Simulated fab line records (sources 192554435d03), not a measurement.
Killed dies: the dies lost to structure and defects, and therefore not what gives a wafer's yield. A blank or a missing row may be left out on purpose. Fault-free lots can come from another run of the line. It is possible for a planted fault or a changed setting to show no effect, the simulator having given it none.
A struck lot beside a sound one ; flow n5-finfet ; 26 steps out of a route of 1938
Sound: wafers L952.1, L952.4, L952.5. Struck: wafer L964.4 (left out: L964.5, a lot-mate that was not struck); the cause follows at the end.
Order at every step that has rows: each side's tool, ch and its chambers, its first start. Under that, the readings that differ: sound wafers ; struck wafers ; difference of the means ; sigmas: that difference in standard deviations of wafers without a fault.
alike: words and numbers the same on both sides, and readings whose means are apart by under 2 such deviations; not compared: readings that were withheld, readings missing a value for some wafer, numbers with overlapping values and no deviation given by the record, and bounds like >300 which may hide the same value.
Wherever a step has rows on one side only, a row that says differs or no value, or a row with sigmas, the two part there. Numbers that don't overlap but have no deviation are shown without sigmas and don't part them. Lack of a reading on every wafer of one side parts them only where that side has two or more wafers.

first, 9 steps without rows for these wafers: N5_BEOL_M0_SAQP_EXPOSE_11 (exposes mask M0 CORE, target cd 42 nm); N5_BEOL_M0_SAQP_PEB_12 (peb time 60 s); N5_BEOL_M0_SAQP_DEVELOP_13 (develop time 30 s); N5_BEOL_M0_SAQP_DESCUM_19 (chemistry O2, time 7.9 s); N5_BEOL_M0_SAQP_ETCH_83 (etches SiARC in CF4, target depth 39 nm, time 65 s); N5_BEOL_M0_SAQP_ETCH_84 (etches SOC in N2/H2, target depth 100 nm, overetch 20 nm, time 150 s); N5_BEOL_M0_SAQP_STRIP_80 (strips in N2/H2); N5_BEOL_M0_SAQP_HM_OPEN_112 (chemistry CHF3/O2, target SiO2, stops on a-Si, target depth 12 nm, time 13.5 s); N5_BEOL_M0_SAQP_STRIP_113 (strips in CHF3/O2).
N5_BEOL_M0_SAQP_MANDREL_ETCH_20: etches a-Si in HBr/Cl2, stops on SiNx, target depth 60 nm, bt time 10 s, time 30 s.
  sound on rie-si-03 ch 1,2,3, day 6 10:50; struck on rie-si-03 ch 0, day 9 11:42
reading;sound;struck;difference;sigmas
model.SOC_of_BEOL_M0_SAQP_COAT_81.thk-nm (nm);76.6 75 76;62.2;-13.7;
model.SiNx_of_BEOL_M0_SAQP_PECVD_97.thk-nm (nm);18.4 18 18.4;10.8;-7.5;
  alike: HBr_flow_sccm, bias-w, drypump-motor-current-A, oes-product-au, throttle-valve-pct
  not compared: rf-hours-counter-h
then, 12 steps without rows for these wafers: N5_BEOL_M0_SAQP_STRIP_86 (strips in N2/H2); N5_BEOL_M0_SAQP_STRIP_115 (strips in post etch residue remover, time 60 s); N5_BEOL_M0_SAQP_SRD_93 (time 30 s); N5_BEOL_M0_SAQP_RECESS_114 (chemistry HF/NH3, target SiO2, target depth 14.4 nm, afs cycles 3, sublimation time 60 s); N5_BEOL_M0_SAQP_SPACER1_ALD_98 (deposits SiO2, target thk 12.8 nm, pulse time 1 s, purge time 2 s); N5_BEOL_M0_SAQP_SPACER1_ETCHBACK_99 (etches SiO2 in CHF3/O2, target depth 15.4 nm, time 7.7 s); N5_BEOL_M0_SAQP_MANDREL1_REMOVE_100 (chemistry HBr/Cl2/O2, target a-Si, stops on SiNx, bt time 10 s); N5_BEOL_M0_SAQP_ETCH_101 (etches SiNx in CH3F/O2, target depth 29.9 nm, time 42.7 s); N5_BEOL_M0_SAQP_ETCH_102 (etches SiO2 in CF4, target depth 4 nm, time 4.4 s); N5_BEOL_M0_SAQP_MANDREL_ETCH_103 (etches a-Si in HBr/Cl2, stops on SiCN, target depth 45 nm, bt time 10 s, time 27 s); N5_BEOL_M0_SAQP_RECESS_104 (chemistry HF/NH3, target SiO2, target depth 18 nm, afs cycles 3, sublimation time 60 s); N5_BEOL_M0_SAQP_COAT_105 (time 60 s, resist thk 100 nm).
N5_BEOL_M0_SAQP_ETCH_106: etches SOC in N2/H2, stops on SiNx, target depth 150 nm.
  sound on rie-diel-06 ch 0,1,3, day 6 13:58; struck on rie-diel-06 ch 3, day 9 14:16
reading;sound;struck;difference;sigmas
model.SiNx_of_BEOL_M0_SAQP_PECVD_97.thk-nm (nm);15.4 15 15.4;7.8;-7.5;
  alike: bias-w, drypump-motor-current-A, n2-flow-sccm, oes-product-au, rf-vpp-V, showerhead-plenum-p-Torr, throttle-valve-pct
  not compared: rf-hours-counter-h
then, 1 step without rows for these wafers: N5_BEOL_M0_SAQP_ETCH_107 (etches SiNx in CH3F/O2, target depth 30 nm).
-- here the record skips 4 days between the struck wafers' starts before and after, leaving off in module BEOL_M0_SAQP and picking up in module BEOL_M4 (first step shown: number 1111 of the route) --
N5_BEOL_M4_RC_MEAS_101:
  sound on prober-01 ch 0, day 10 15:50; struck on prober-02 ch 0, day 13 11:53
  alike: DIBL_N, DIBL_P, IOFF_N, IOFF_P, ION_N, ION_P, SS_N, SS_P, VT_N, VT_P
-- a jump in the record: the struck wafers' starts before and after are 5 days apart (it breaks off in module BEOL_M4 and resumes in module PASSIVATION, where the first step shown is number 1936 of the route) --
N5_PASSIVATION_PROBE_49:
  struck on prober-01, day 18 01:36; sound on prober-01, day 14 21:55
reading;sound;struck;difference;sigmas
killed-at-contacts;11 7 10;22;+13;+2
  alike: defect-limited-yield, killed_at_M0_to_M3, killed_at_M4_up, killed-at-front-end, killed-at-other, killed-dies, killed-open, killed-short, sort_bin_5_function, sort_bin_6_memory, sort-n-pass, sort-yield-pct

== WHERE THEY PART ==
N5_PASSIVATION_PROBE_49 only, going by this record.

WHY: the cause the simulator had injected
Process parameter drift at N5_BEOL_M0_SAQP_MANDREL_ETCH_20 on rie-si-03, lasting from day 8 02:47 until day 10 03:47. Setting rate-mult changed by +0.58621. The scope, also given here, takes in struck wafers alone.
